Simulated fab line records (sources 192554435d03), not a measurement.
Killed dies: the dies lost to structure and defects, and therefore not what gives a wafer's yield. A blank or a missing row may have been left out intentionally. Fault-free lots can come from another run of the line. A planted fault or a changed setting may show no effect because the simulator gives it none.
Which tool did it? | flow n5 finfet | 11 lots with 33 wafers sampled at 2 steps, on a route of 1938 steps

== WHAT THE GAUGES READ, wafer by wafer ==
N5_MIM_TOP_LITHO_OVL_MEAS_11.
lot  | measured     | on         | MIM_TOP_OVL (nm)
L715 | day 12 18:59 | overlay-01 | -6 -4 -10
L716 | day 12 19:10 | overlay-02 | -6 1 -7
L718 | day 13 18:14 | overlay-02 | -2 2 1
L719 | day 13 18:24 | overlay-01 | 4 -1 0
L720 | day 14 05:31 | overlay-01 | 10 -3 1
L722 | day 14 09:29 | overlay-01 | -2 -5 -4
L721 | day 14 09:53 | overlay-02 | -6 6 1
L723 | day 14 09:56 | overlay-01 | 4 8 8
L732 | day 17 00:52 | overlay-02 | -4 6 0
L735 | day 17 06:20 | overlay-02 | -5 -4 -2
L734 | day 17 06:42 | overlay-01 | -5 7 -3

== WHICH TOOL RAN EACH LOT (tool, then ch and the chambers of the sampled wafers, then the start) ==
lot  | N5_MIM_TOP_SPUTTER_03
L715 | pvd sputter-03, day 12 18:34
L716 | pvd sputter-02, day 12 18:35
L718 | pvd sputter-03, day 13 17:49
L719 | pvd sputter-02, day 13 17:50
L720 | pvd sputter-01, day 14 04:58
L722 | pvd sputter-02, day 14 09:04
L721 | pvd sputter-02, day 14 09:28
L723 | pvd sputter-03, day 14 09:29
L732 | pvd sputter-03, day 17 00:19
L735 | pvd sputter-01, day 17 05:55
L734 | pvd sputter-02, day 17 06:16
- N5_MIM_TOP_SPUTTER_03: material TiN, target thk 35 nm, time 89.7 s.

== THE ANSWER, worked out from the rows above alone ==
Rule: usual is defined by the lots themselves. The widest of any qualifying gaps counts: lots, ordered by their means at a reading, are off when they make up no more than a third of the lots, leave a main group of 4 or more, and stand apart from it by 3 or more times the standard deviation of that group's means. A main group is skipped when, at the precision printed for the reading in the tables above, its means are all equal. Also off: a lot with no number at a reading for which 4 or more lots have one. Any other lot the step has rows for is counted as sound.
No lot is off on any of the readings shown, so nothing can be concluded from this.

== WHAT THE SIMULATOR PUT IN ==
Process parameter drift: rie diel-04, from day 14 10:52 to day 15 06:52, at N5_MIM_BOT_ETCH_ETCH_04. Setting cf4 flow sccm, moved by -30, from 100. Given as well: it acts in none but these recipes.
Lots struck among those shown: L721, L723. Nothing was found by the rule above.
